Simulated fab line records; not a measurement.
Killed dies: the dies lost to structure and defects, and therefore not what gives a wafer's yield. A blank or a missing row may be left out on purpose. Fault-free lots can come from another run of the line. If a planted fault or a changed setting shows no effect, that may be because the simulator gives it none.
Check for tools in common / flow nandHarc / Lots sampled 3, wafers sampled 7

== REASON IT WAS OPENED ==
At NHARC_END_SORT_01 the reading killedAtArray is flagged on 2 of 3 lots. Fault-free wafers read 29, with a standard deviation of 8.4.
Rule: a lot is flagged in two cases, either no wafer of it has a number, or all its wafers with numbers fall more than 4 standard deviations from that mean. As for the other lots, they are considered sound.

lot=L112; measured=day 22 10:19; on=prober-01; killedAtArray, wafer by wafer=22; flag=
lot=L121; measured=day 23 14:29; on=prober-01; killedAtArray, wafer by wafer=669 606 666; flag=FLAGGED
lot=L122; measured=day 23 22:16; on=prober-01; killedAtArray, wafer by wafer=673 665 673; flag=FLAGGED
On average the flagged lots' numbers are 659, which is +630 against the usual, or +75 standard deviations.

== EACH LOT AND THE TOOL IT RAN ON ==
3 process steps preceding the reading are held in the record, out of 1159 steps in the route. Each cell gives the tool, then ch followed by the chambers the sampled wafers passed through, then the start.
lot=L112; flag=; NHARC_A_SLIT_DEP_00=aclDep-01 ch 0, day 15 17:30; NHARC_THIN_TSV_STRIP_45=plasmaAsher-01 ch 1, day 20 19:09; NHARC_THIN_TSV_PVD_19=pvdSputter-01, day 22 10:19 or earlier
lot=L121; flag=FLAGGED; NHARC_A_SLIT_DEP_00=aclDep-01 ch 0, day 18 08:20; NHARC_THIN_TSV_STRIP_45=no row; NHARC_THIN_TSV_PVD_19=no row
lot=L122; flag=FLAGGED; NHARC_A_SLIT_DEP_00=aclDep-01 ch 0, day 18 10:17; NHARC_THIN_TSV_STRIP_45=no row; NHARC_THIN_TSV_PVD_19=no row
These steps, and what they do:
- NHARC_A_SLIT_DEP_00: deposits aC, target thk 3200 nm.
- NHARC_THIN_TSV_STRIP_45: strips in O2.
- NHARC_THIN_TSV_PVD_19: deposits TaN, target thk 20 nm.
- NHARC_END_SORT_01

== FLAGGED AGAINST TOTAL, ONE TOOL AT A TIME (gauges that did the reading follow at the end) ==
step=NHARC_A_SLIT_DEP_00; tool=aclDep-01; lots run=3; flagged=2; share of the flagged lots=all; sound lots run after its first flagged lot=0
step=NHARC_THIN_TSV_STRIP_45; tool=plasmaAsher-01; lots run=1; flagged=0; share of the flagged lots=none; sound lots run after its first flagged lot=-
step=NHARC_THIN_TSV_PVD_19; tool=pvdSputter-01; lots run=1; flagged=0; share of the flagged lots=none; sound lots run after its first flagged lot=-
step=NHARC_END_SORT_01; tool=prober-01; lots run=3; flagged=2; share of the flagged lots=all; sound lots run after its first flagged lot=0
NHARC_THIN_TSV_PVD_19: start missing for some lots; hours and lot order therefore follow NHARC_END_SORT_01.

== WHAT THE TABLE PERMITS ==
aclDep-01 at NHARC_A_SLIT_DEP_00 and prober-01 at NHARC_END_SORT_01 are the 2 rows of the table that ran each flagged lot.
- aclDep-01 at NHARC_A_SLIT_DEP_00: 2 of its 3 lots flagged. Last sound lot L112 at day 15 17:30, first flagged lot L121 at day 18 08:20; a fault beginning in between fits.
- prober-01 at NHARC_END_SORT_01: 2 of its 3 lots flagged. Last sound lot L112 at day 22 10:19, first flagged lot L121 at day 23 14:29; a fault beginning in between fits.
These 2 tools cannot be told apart by counting lots, since each of them fits a fault that started at some hour. More lots, or a look at what each step does to the wafer, might.

== WHAT THE SIMULATOR HAD INSERTED ==
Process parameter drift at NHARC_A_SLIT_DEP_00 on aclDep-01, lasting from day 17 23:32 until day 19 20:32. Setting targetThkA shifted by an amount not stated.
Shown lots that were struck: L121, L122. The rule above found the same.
